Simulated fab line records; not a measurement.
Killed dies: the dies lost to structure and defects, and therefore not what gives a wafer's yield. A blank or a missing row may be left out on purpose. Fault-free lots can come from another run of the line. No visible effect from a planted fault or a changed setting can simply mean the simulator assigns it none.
fab line records ; flow nand_harc
record lots=6; wafers=18; last_day=24
route steps=1159 shown A_BLC@990 A_M0@994 END@1159
lots that met no fault: from a run of the same line without faults
start_h: hours from the record's opening day to when the first of the lot's shown wafers began ; wait_h: hours elapsed since this lot's preceding step ; " the same as in the row above ; L1.1+2: a row that stands for several wafers ; - either no value or no given start ; * or withheld: withheld ; < > ~ a bound
route shown NAME@n: a module of which the file shows steps, and the number in the route of the first ; usual: the fault-free wafers' mean and standard deviation ; same: alike in all rows ; chamber/n: place in a boat ; sites: readings site by site ; _std_site: standard deviation across them ; _edge_site: the outer-site mean with the inner-site mean subtracted ; radius_mm: how far each site lies from the wafer's centre ; mask NAME#n: copy n ; behind: the most recent tool/chamber to have shaped the wafer ; hold: cause of the lot's hold/its duration in hours/its outcome ; device: transistor that didn't switch, given as n, p or np ; end of line: the same wafers' tests at the end of the route ; a step with no rows: only its recipe ; killed: not the wafer's yield, but the dies lost to structure and defects at the first sort ; map: per-die view of a wafer (x killed, . not killed, _ where there is no die)
set.NAME: the setting the step ran with; set.NAME@STEP: the setting that earlier step ran with ; model.NAME: the simulator's own value behind a step, which no gauge read
lots at selected steps of the route; one table per step, one row per wafer
services: from which hour (start_h, from the record's first day; less than 0 if before it) a tool's chamber was out of use, for how many hours, and why
## steps
# step NHARC_A_BLC_CMP_25
# recipe t_overpolish_s=30; target_thk_nm=150
# usual motor_current_A=12.2/1.4; overpolish_run_s=30.000/0.009; time_to_endpoint_s=29.1/2.2
lot.wafer;tool;chamber;start_h;wait_h;motor_current_A;overpolish_run_s;time_to_endpoint_s
L672.4;cmp-01;0;444.94;0.3;12.8;29.999;29.4
L672.3;cmp-01;1;444.94;0.3;12.3;29.990;25.5
L672.2;cmp-01;2;444.94;0.3;11.1;30.000;30.6
L673.4;cmp-02;2;445.95;0.3;10.2;30.009;29.9
L673.2;cmp-02;3;445.95;0.3;13.1;29.997;33.7
L673.6;cmp-02;2;445.95;0.3;10.6;29.998;32.3
L684.1;cmp-01;0;520.45;0.4;12.5;29.986;29.0
L684.2;cmp-01;2;520.45;0.4;11.8;29.988;26.3
L684.5;cmp-01;3;520.45;0.4;11.2;29.995;28.9
L685.4;cmp-03;1;520.94;0.4;14.3;29.993;30.5
L685.6;cmp-03;2;520.94;0.4;12.8;29.999;30.4
L685.5;cmp-03;3;520.94;0.4;12.0;29.994;27.7
L683.3;cmp-03;1;527.55;0.3;14.0;29.997;28.1
L683.1;cmp-03;2;527.55;0.3;12.5;30.010;31.3
L683.5;cmp-03;3;527.55;0.3;12.4;30.006;26.9
L687.3;cmp-01;0;532.60;0.3;12.4;30.004;26.5
L687.2;cmp-01;2;532.60;0.3;11.2;29.997;26.9
L687.6;cmp-01;1;532.60;0.3;12.6;30.015;24.9
# step NHARC_A_BLC_SRD_27
# step NHARC_A_BLC_INSPECT_28
# usual raw_defect_count=416/100
lot.wafer;tool;chamber;start_h;wait_h;raw_defect_count
L672.2;defect_inspect-01;-;445.35;0.1;402
L672.3;defect_inspect-01;-;445.35;0.1;614
L672.4;defect_inspect-01;-;445.35;0.1;544
L673.2;defect_inspect-02;-;446.34;0.1;438
L673.4;defect_inspect-02;-;446.34;0.1;438
L673.6;defect_inspect-02;-;446.34;0.1;377
L684.1;defect_inspect-02;-;520.82;0.1;387
L684.2;defect_inspect-02;-;520.82;0.1;427
L684.5;defect_inspect-02;-;520.82;0.1;409
L685.4;defect_inspect-02;-;521.27;0.1;395
L685.5;defect_inspect-02;-;521.27;0.1;473
L685.6;defect_inspect-02;-;521.27;0.1;424
L683.1;defect_inspect-01;-;527.91;0.1;328
L683.3;defect_inspect-01;-;527.91;0.1;541
L683.5;defect_inspect-01;-;527.91;0.1;350
L687.2;defect_inspect-02;-;533.01;0.1;347
L687.3;defect_inspect-02;-;533.01;0.1;335
L687.6;defect_inspect-02;-;533.01;0.1;346
# step NHARC_A_M0_DEP_00
# recipe target_thk_a=1500; target_thk_nm=150; temp_c=withheld; pressure_torr=5; flow_sccm=200; rf_w=600; material=SiOC
# step NHARC_A_M0_DEHYDRATE_01
# recipe temp_c=150; time_s=120
# step NHARC_A_M0_HMDS_02
# recipe time_s=30
# step NHARC_A_M0_COAT_33
# recipe temp_c=200; time_s=65
# step NHARC_A_M0_COAT_03
# recipe spin_rpm=1500; resist_thk_nm=90
# step NHARC_A_M0_SOFTBAKE_04
# recipe temp_c=105; time_s=55
# step NHARC_A_M0_EBR_05
# step NHARC_A_M0_EXPOSE_06
# recipe na=1.35; target_cd_nm=80; dose_mj=83.25; mask_id=A_M0
# step NHARC_A_M0_PEB_07
# recipe peb_temp_c=100; peb_time_s=65
lot.wafer;tool;chamber;start_h;wait_h
L672.2+3+4;litho_track-04;0;446.29;0.1
L673.2+4+6;litho_track-06;0;447.17;0.1
L684.1+2+5;litho_track-06;0;521.64;0.1
L685.4+5+6;litho_track-04;0;522.09;0.0
L683.1+3+5;litho_track-06;0;528.73;0.1
L687.2+3+6;litho_track-04;0;533.94;0.1
# step NHARC_A_M0_DEVELOP_08
# recipe develop_time_s=35; dev_temp_c=23
# step NHARC_A_M0_CD_MEAS_09
# recipe target_cd_nm=80; landing_energy_ev=500
# usual cd_nm=79.8/0.49
lot.wafer;tool;chamber;start_h;wait_h;cd_nm
L672.2;cd_sem-01;0;446.37;-;80.3
L672.3;cd_sem-01;0;446.37;-;80.7
L672.4;cd_sem-01;0;446.37;-;80.9
L673.2;cd_sem-03;0;447.25;-;80.7
L673.4;cd_sem-03;0;447.25;-;79.9
L673.6;cd_sem-03;0;447.25;-;79.9
L684.1;cd_sem-01;0;521.72;-;81.5
L684.2;cd_sem-01;0;521.72;-;80.5
L684.5;cd_sem-01;0;521.72;-;81.8
L685.4;cd_sem-03;0;522.17;-;80.0
L685.5;cd_sem-03;0;522.17;-;79.6
L685.6;cd_sem-03;0;522.17;-;79.9
L683.1;cd_sem-02;0;528.81;-;81.1
L683.3;cd_sem-02;0;528.81;-;81.4
L683.5;cd_sem-02;0;528.81;-;81.6
L687.2;cd_sem-02;0;534.02;-;79.5
L687.3;cd_sem-02;0;534.02;-;80.0
L687.6;cd_sem-02;0;534.02;-;79.7
# step NHARC_A_M0_OVL_MEAS_10
# recipe pitch_nm=160
# usual overlay_x_nm=-0.2/0.99; overlay_y_nm=0.0/0.82
lot.wafer;tool;chamber;start_h;wait_h;overlay_x_nm;overlay_y_nm
L672.2;overlay-02;-;446.46;-;0.0;-1.1
L672.3;overlay-02;-;446.46;-;0.4;-1.0
L672.4;overlay-02;-;446.46;-;0.4;-1.4
L673.2;overlay-02;-;447.34;-;0.4;-1.3
L673.4;overlay-02;-;447.34;-;0.8;-1.5
L673.6;overlay-02;-;447.34;-;0.8;-1.1
L684.1;overlay-01;-;521.81;-;0.6;0.3
L684.2;overlay-01;-;521.81;-;0.8;0.1
L684.5;overlay-01;-;521.81;-;0.5;0.0
L685.4;overlay-02;-;522.26;-;-0.3;0.2
L685.5;overlay-02;-;522.26;-;0.8;-0.4
L685.6;overlay-02;-;522.26;-;-0.1;-0.1
L683.1;overlay-02;-;528.90;-;-0.5;0.1
L683.3;overlay-02;-;528.90;-;-0.3;0.6
L683.5;overlay-02;-;528.90;-;-0.3;-0.1
L687.2;overlay-02;-;534.11;-;-1.1;-0.6
L687.3;overlay-02;-;534.11;-;-0.7;0.1
L687.6;overlay-02;-;534.11;-;-0.4;-0.9
# step NHARC_A_M0_INSPECT_11
# usual raw_defect_count=34/14
lot.wafer;tool;chamber;start_h;wait_h;raw_defect_count
L672.2;defect_inspect-01;-;446.49;0.0;49
L672.3;defect_inspect-01;-;446.49;0.0;35
L672.4;defect_inspect-01;-;446.49;0.0;38
L673.2;defect_inspect-01;-;447.37;0.0;25
L673.4;defect_inspect-01;-;447.37;0.0;29
L673.6;defect_inspect-01;-;447.37;0.0;28
L684.1;defect_inspect-02;-;521.85;0.0;62
L684.2;defect_inspect-02;-;521.85;0.0;69
L684.5;defect_inspect-02;-;521.85;0.0;55
L685.4;defect_inspect-02;-;522.29;0.0;42
L685.5;defect_inspect-02;-;522.29;0.0;34
L685.6;defect_inspect-02;-;522.29;0.0;42
L683.1;defect_inspect-01;-;528.93;0.0;30
L683.3;defect_inspect-01;-;528.93;0.0;34
L683.5;defect_inspect-01;-;528.93;0.0;37
L687.2;defect_inspect-01;-;534.15;0.0;44
L687.3;defect_inspect-01;-;534.15;0.0;54
L687.6;defect_inspect-01;-;534.15;0.0;50
# step NHARC_A_M0_DESCUM_14
# recipe time_s=3; o2_flow_sccm=200; ar_flow_sccm=0; bias_power_w=0; chemistry=O2
# usual drypump_motor_current_A=5.6/0.49; oes_product_au=0.999/0.0078; rf_vpp_V=57.8/0.94; showerhead_plenum_p_Torr=1.92/0.11; throttle_valve_pct=11.313/0.0094
# same time_s=3
lot.wafer;tool;chamber;start_h;wait_h;drypump_motor_current_A;oes_product_au;rf_hours_counter_h;rf_vpp_V;showerhead_plenum_p_Torr;throttle_valve_pct;model.A_M0.cd_nm
L672.4;rie_diel-03;1;446.55;0.1;5.2;1.001;2;56.6;1.79;11.310;80.92
L672.3;rie_diel-03;2;446.55;0.1;5.0;1.002;3;57.0;1.79;11.319;80.61
L672.2;rie_diel-03;0;446.55;0.1;5.2;1.002;3;58.6;1.86;11.314;80.22
L673.2;rie_diel-03;1;447.43;0.1;5.2;1.007;3;57.1;1.79;11.318;80.63
L673.4;rie_diel-03;3;447.43;0.1;5.4;0.996;3;59.4;2.06;11.306;79.55
L673.6;rie_diel-03;2;447.43;0.1;5.0;1.001;-;57.3;1.79;11.323;79.89
L684.1;rie_diel-10;3;521.91;0.1;5.3;1.002;8;57.5;1.95;11.300;81.37
L684.2;rie_diel-10;0;521.91;0.1;6.3;1.010;11;60.0;2.06;11.324;80.43
L684.5;rie_diel-10;0;521.91;0.1;6.3;1.001;-;58.9;2.06;11.320;81.77
L685.4;rie_diel-10;2;522.38;0.1;6.4;0.998;11;57.7;2.04;11.295;79.77
L685.6;rie_diel-10;3;522.38;0.1;5.3;0.995;-;57.7;1.95;11.310;79.78
L685.5;rie_diel-10;0;522.38;0.1;6.3;1.006;-;57.3;2.06;11.303;79.73
L683.1;rie_diel-03;2;529.01;0.1;5.0;1.007;7;57.7;1.79;11.315;81.02
L683.3;rie_diel-03;3;529.01;0.1;5.5;1.002;7;56.9;2.06;11.311;80.81
L683.5;rie_diel-03;1;529.01;0.1;5.2;1.011;-;57.9;1.79;11.307;81.74
L687.3;rie_diel-03;3;534.22;0.1;5.4;0.996;8;58.5;2.06;11.316;79.92
L687.2;rie_diel-03;0;534.22;0.1;5.2;1.000;8;57.5;1.86;11.309;79.22
L687.6;rie_diel-03;2;534.22;0.1;5.0;1.005;-;57.8;1.79;11.305;79.69
# step NHARC_A_M0_ETCH_34
# recipe target_depth_a=400; overetch_a=120; time_s=43.94; ion_energy_ev=200; n2_flow_sccm=150; h2_flow_sccm=150; ar_flow_sccm=0; rf_w=400; bias_w=150; chemistry=N2/H2
# usual drypump_motor_current_A=5.6/0.49; oes_product_au=0.999/0.0075; rf_vpp_V=431/3.4; showerhead_plenum_p_Torr=2.04/0.12; throttle_valve_pct=14.172/0.0087
# same time_s=43.94
lot.wafer;tool;chamber;start_h;wait_h;drypump_motor_current_A;oes_product_au;rf_hours_counter_h;rf_vpp_V;showerhead_plenum_p_Torr;throttle_valve_pct
L672.3;rie_diel-03;0;446.64;0.1;5.2;1.000;3;429;1.98;14.165
L672.2;rie_diel-03;2;446.64;0.1;5.0;0.987;3;428;1.91;14.171
L672.4;rie_diel-03;3;446.64;0.1;5.4;0.991;3;435;2.20;14.174
L673.2;rie_diel-03;0;447.52;0.1;5.2;1.006;3;428;1.98;14.166
L673.4;rie_diel-03;2;447.52;0.1;5.0;1.007;3;426;1.91;14.181
L673.6;rie_diel-03;1;447.52;0.1;5.2;1.000;-;426;1.91;14.178
L684.2;rie_diel-10;3;522.00;0.1;5.4;1.008;8;433;2.08;14.167
L684.1;rie_diel-10;1;522.00;0.1;5.3;1.000;11;426;1.89;14.184
L684.5;rie_diel-10;3;522.00;0.1;5.3;1.000;-;433;2.08;14.164
L685.4;rie_diel-10;2;522.45;0.1;6.4;0.986;11;435;2.18;14.168
L685.5;rie_diel-10;0;522.45;0.1;6.3;1.000;-;435;2.20;14.177
L685.6;rie_diel-10;1;522.45;0.1;5.2;1.003;-;426;1.89;14.173
L683.3;rie_diel-03;3;529.08;0.1;5.4;0.991;7;434;2.20;14.169
L683.1;rie_diel-03;0;529.08;0.1;5.2;1.011;7;428;1.98;14.157
L683.5;rie_diel-03;3;529.08;0.1;5.5;1.007;-;434;2.20;14.166
L687.3;rie_diel-03;3;534.30;0.1;5.4;0.994;8;434;2.20;14.188
L687.2;rie_diel-03;1;534.30;0.1;5.2;1.004;8;427;1.91;14.166
L687.6;rie_diel-03;3;534.30;0.1;5.4;1.001;-;435;2.20;14.162
# step NHARC_A_M0_ETCH_15
# recipe target_depth_a=1500; overetch_a=150; time_s=82.5; c4f8_flow_sccm=withheld; ar_flow_sccm=400; rf_w=600; bias_w=300; chemistry=C4F8/Ar
# usual oes_product_au=0.957/0.021; rf_vpp_V=441/3.4
# same time_s=82.5
lot.wafer;tool;chamber;start_h;wait_h;oes_product_au;rf_hours_counter_h;rf_vpp_V;model.A_M0.cd_nm
L672.2;rie_diel-03;2;-;-;0.962;3;437;79.96
L672.4;rie_diel-03;0;-;-;0.986;3;439;80.99
L672.3;rie_diel-03;1;-;-;0.971;2;438;80.77
L673.4;rie_diel-03;0;-;-;0.979;3;441;79.44
L673.2;rie_diel-03;1;-;-;0.971;3;437;80.53
L673.6;rie_diel-03;0;-;-;0.974;-;439;79.75
L684.1;rie_diel-10;2;-;-;0.919;11;444;81.25
L684.2;rie_diel-10;0;-;-;0.922;11;445;80.36
L684.5;rie_diel-10;2;-;-;0.914;-;446;81.52
L685.4;rie_diel-10;2;-;-;0.965;11;445;79.62
L685.6;rie_diel-10;1;-;-;0.972;-;436;79.69
L685.5;rie_diel-10;2;-;-;0.969;-;446;79.51
L683.1;rie_diel-03;3;-;-;0.969;7;446;81.19
L683.3;rie_diel-03;2;-;-;0.973;7;436;80.85
L683.5;rie_diel-03;3;-;-;0.983;-;446;81.86
L687.3;rie_diel-03;2;-;-;0.921;8;436;79.72
L687.2;rie_diel-03;1;-;-;0.925;8;438;79.1
L687.6;rie_diel-03;3;-;-;0.931;-;446;79.71
# step NHARC_A_M0_CD_MEAS_16
# usual cd_nm=79.8/0.64
lot.wafer;tool;chamber;start_h;wait_h;cd_nm
L672.2;cd_sem-01;-;446.85;-;80.0
L672.3;cd_sem-01;-;446.85;-;81.1
L672.4;cd_sem-01;-;446.85;-;80.6
L673.2;cd_sem-01;-;447.73;-;80.4
L673.4;cd_sem-01;-;447.73;-;79.5
L673.6;cd_sem-01;-;447.73;-;79.6
L684.1;cd_sem-02;-;522.21;-;81.3
L684.2;cd_sem-02;-;522.21;-;80.2
L684.5;cd_sem-02;-;522.21;-;81.5
L685.4;cd_sem-02;-;522.66;-;79.4
L685.5;cd_sem-02;-;522.66;-;79.5
L685.6;cd_sem-02;-;522.66;-;79.8
L683.1;cd_sem-03;-;529.29;-;81.2
L683.3;cd_sem-03;-;529.29;-;80.8
L683.5;cd_sem-03;-;529.29;-;81.6
L687.2;cd_sem-03;-;534.51;-;79.1
L687.3;cd_sem-03;-;534.51;-;80.0
L687.6;cd_sem-03;-;534.51;-;79.9
# step NHARC_END_SORT_01
# recipe temp_c=25
# usual defect_limited_yield=95.4/1.5; killed_at_array=26/9.6; killed_at_other=0.7/0.92; killed_at_periphery=3.8/2.7; killed_dies=31/10; killed_open=3.3/1.7; killed_short=1.8/1.3; sort_bin_2_pct=1.4/0.62; sort_bin_3_pct=0.23/0.21; sort_bin_4_pct=2.9/0.95; sort_n_pass=646/10; sort_rim_yield_pct=94/3.2; sort_yield_pct=95.4/1.5
# same gross_dies=677; sort_bin_5_pct[%]=0; sort_bin_6_pct[%]=0; sort_bin_7_pct[%]=0; sort_bin_8_pct[%]=0; sort_rim_n_gross=106.00
lot.wafer;tool;chamber;start_h;wait_h;defect_limited_yield[%];killed_at_array;killed_at_other;killed_at_periphery;killed_dies;killed_open;killed_short;sort_bin_2_pct[%];sort_bin_3_pct[%];sort_bin_4_pct[%];sort_n_pass;sort_rim_yield_pct[%];sort_yield_pct[%]
L672.2;prober-01;0;486.94;2.8;93.9;34;2;5;41;2;3;1.9;0.30;3.8;636;92;93.9
L672.3;prober-01;0;487.75;3.1;95.7;25;1;3;29;3;1;1.2;0.44;2.7;648;94;95.7
L672.4;prober-01;0;488.56;3.4;95.4;29;0;2;31;3;3;1.6;0.89;2.1;646;95;95.4
L684.1;prober-01;0;560.88;2.5;92.6;49;0;1;50;3;2;3.0;0.59;3.8;627;93;92.6
L684.2;prober-01;0;561.68;2.8;91.6;52;0;5;57;4;4;2.7;0.59;5.2;620;92;91.6
L684.5;prober-01;0;564.09;3.7;94.5;34;0;3;37;2;4;1.6;0;3.8;640;92;94.5
L685.4;prober-02;0;563.31;3.4;94.2;38;0;1;39;4;3;1.8;0;4.0;638;94;94.2
L685.5;prober-02;0;564.11;3.7;95.4;29;1;1;31;1;5;1.9;0.30;2.4;646;98;95.4
L685.6;prober-02;0;564.92;4.0;93.5;39;1;4;44;5;2;1.9;0.15;4.4;633;96;93.5
L687.2;prober-02;0;576.02;2.8;95.3;29;0;3;32;6;1;1.9;0.30;2.5;645;94;95.3
L687.3;prober-02;0;576.82;3.1;93.8;40;0;2;42;4;2;2.5;0;3.7;635;82;93.8
L687.6;prober-02;0;579.23;4.0;95.3;30;0;2;32;2;2;1.8;0.44;2.5;645;87;95.3
# killed by level:class
L672.2 A_CHANNEL_HOLE_D1:chamber_film_flake=18 A_SLIT:chamber_film_flake=9 P_CONTACT:geometric_particle:short=2 A_CONTACT:chamber_film_flake=2 THIN_TSV:chamber_film_flake=2 A_SOURCE_PLATE:geometric_particle:open=1 A_ONON_D1:geometric_particle:short=1 A_CHANNEL_FILL_D1:geometric_particle:open=1
L672.3 A_CHANNEL_HOLE_D1:chamber_film_flake=10 A_SLIT:chamber_film_flake=9 A_WL_FILL:chamber_film_flake=4 P_M0:geometric_particle:open=2 A_M0:geometric_particle:open=1 P_GATE:chamber_film_flake=1 STARTING-WAFER:geometric_particle:short=1 A_CONTACT:chamber_film_flake=1
L672.4 A_CHANNEL_HOLE_D1:chamber_film_flake=14 A_SLIT:chamber_film_flake=8 P_CONTACT:geometric_particle:open=2 A_WL_FILL:chamber_film_flake=2 A_ONON_D1:geometric_particle:short=1 A_WL_FILL:geometric_particle:short=1 A_CONTACT:geometric_particle:short=1 A_CONTACT:geometric_particle:open=1
L684.1 A_CHANNEL_HOLE_D1:chamber_film_flake=24 A_SLIT:chamber_film_flake=10 A_STAIRCASE:chamber_film_flake=5 A_CONTACT:chamber_film_flake=5 A_SOURCE_PLATE:geometric_particle:short=1 A_ONON_D1:geometric_particle:short=1 A_CHANNEL_FILL_D1:geometric_particle:open=1 A_CONTACT:geometric_particle:open=1
L684.2 A_CHANNEL_HOLE_D1:chamber_film_flake=22 A_SLIT:chamber_film_flake=12 A_CONTACT:chamber_film_flake=5 A_ONON_D1:geometric_particle:short=3 A_M0:geometric_particle:open=3 P_STI:chamber_film_flake=3 A_STAIRCASE:chamber_film_flake=3 A_ZERO_WELL:chamber_film_flake=2
L685.4 A_CHANNEL_HOLE_D1:chamber_film_flake=25 A_CONTACT:chamber_film_flake=4 A_ONON_D1:geometric_particle:short=2 P_M0:geometric_particle:open=1 A_ONON_D1:geometric_particle:open=1 A_CHANNEL_FILL_D1:geometric_particle:short=1 A_CONTACT:geometric_particle:open=1 A_BLC:geometric_particle:open=1
L684.5 A_CHANNEL_HOLE_D1:chamber_film_flake=16 A_SLIT:chamber_film_flake=10 A_STAIRCASE:chamber_film_flake=2 A_CONTACT:chamber_film_flake=2 P_M0:geometric_particle:short=1 P_M1:geometric_particle:short=1 A_ONON_D1:geometric_particle:open=1 A_WL_FILL:geometric_particle:short=1
L685.5 A_CHANNEL_HOLE_D1:chamber_film_flake=18 A_WL_FILL:chamber_film_flake=3 A_CONTACT:chamber_film_flake=3 A_CHANNEL_FILL_D1:geometric_particle:short=2 P_GATE:geometric_particle:short=1 A_SOURCE_PLATE:geometric_particle:open=1 A_CHANNEL_HOLE_D1:geometric_particle:short=1 A_WL_FILL:geometric_particle:short=1
L685.6 A_CHANNEL_HOLE_D1:chamber_film_flake=26 A_CONTACT:geometric_particle:open=2 A_CHANNEL_FILL_D1:chamber_film_flake=2 A_WL_FILL:chamber_film_flake=2 A_CONTACT:chamber_film_flake=2 P_CONTACT:geometric_particle:short=1 A_ONON_D1:geometric_particle:open=1 A_CHANNEL_FILL_D1:geometric_particle:open=1
L687.2 A_SLIT:chamber_film_flake=14 A_CHANNEL_HOLE_D1:chamber_film_flake=7 A_BLC:geometric_particle:open=3 P_M0:geometric_particle:open=1 A_WL_FILL:geometric_particle:open=1 A_BLC:geometric_particle:short=1 A_M0:geometric_particle:open=1 P_STI:chamber_film_flake=1
L687.3 A_SLIT:chamber_film_flake=16 A_CHANNEL_HOLE_D1:chamber_film_flake=9 A_CONTACT:chamber_film_flake=4 A_BLC:chamber_film_flake=4 A_WL_FILL:geometric_particle:short=2 A_STAIRCASE:chamber_film_flake=2 P_M1:geometric_particle:open=1 A_ONON_D1:geometric_particle:open=1
L687.6 A_SLIT:chamber_film_flake=13 A_CHANNEL_HOLE_D1:chamber_film_flake=8 A_CONTACT:chamber_film_flake=3 A_SOURCE_PLATE:geometric_particle:short=1 A_CONTACT:geometric_particle:short=1 A_CONTACT:geometric_particle:open=1 A_M0:geometric_particle:open=1 P_ZERO_WELL:chamber_film_flake=1
## services
tool;chamber;start_h;hours;kind
cmp-02;-;422.50;4.0;pm
rie_diel-03;0;426.08;-;clean
rie_diel-03;1;426.08;-;clean
rie_diel-03;2;426.08;-;clean
rie_diel-03;3;426.08;-;clean
cmp-03;-;450.05;4.0;pm
rie_diel-03;0;450.58;-;clean
rie_diel-03;1;450.58;-;clean
rie_diel-03;2;450.58;-;clean
rie_diel-03;3;450.58;-;clean
litho_track-06;-;467.00;7.0;pm
rie_diel-03;2;470.40;2.7;repair
cmp-01;-;473.61;4.0;pm
rie_diel-03;0;475.12;-;clean
rie_diel-03;1;475.12;-;clean
rie_diel-03;2;475.12;-;clean
rie_diel-03;3;475.12;-;clean
litho_track-04;-;491.00;7.0;pm
cmp-02;-;505.33;4.3;repair
rie_diel-03;0;508.97;2.9;repair
cmp-02;-;520.50;4.0;pm
rie_diel-10;3;523.69;4.2;repair
cmp-02;-;525.50;5.9;repair
rie_diel-10;-;530.50;9.0;pm
## key
first_sign step=NHARC_A_M0_CD_MEAS_09; reading=cd_nm; direction=up; sigmas=3; usual=79.8; struck=81.3
effect step=NHARC_A_M0_CD_MEAS_16; reading=cd_nm; direction=up; sigmas=2.1; usual=79.8; struck=81.1
model_effect step=NHARC_A_M0_DESCUM_14; value=A_M0.cd_nm; without=79.64; struck=81.19
model_effect step=NHARC_A_M0_ETCH_15; value=A_M0.cd_nm; without=79.62; struck=81.17
met_at NHARC_A_M0_PEB_07
struck_wafers L683.1,L683.3,L683.5,L684.1,L684.2,L684.5
onset_between 447.17 521.64
fault kind=process_parameter_drift; tool=litho_track-06; chamber=-; onset_h=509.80; steps=NHARC_A_M0_PEB_07; channel=peb_time_s; offset=*; shape=step; end_h=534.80; acts_in=*; stated=*
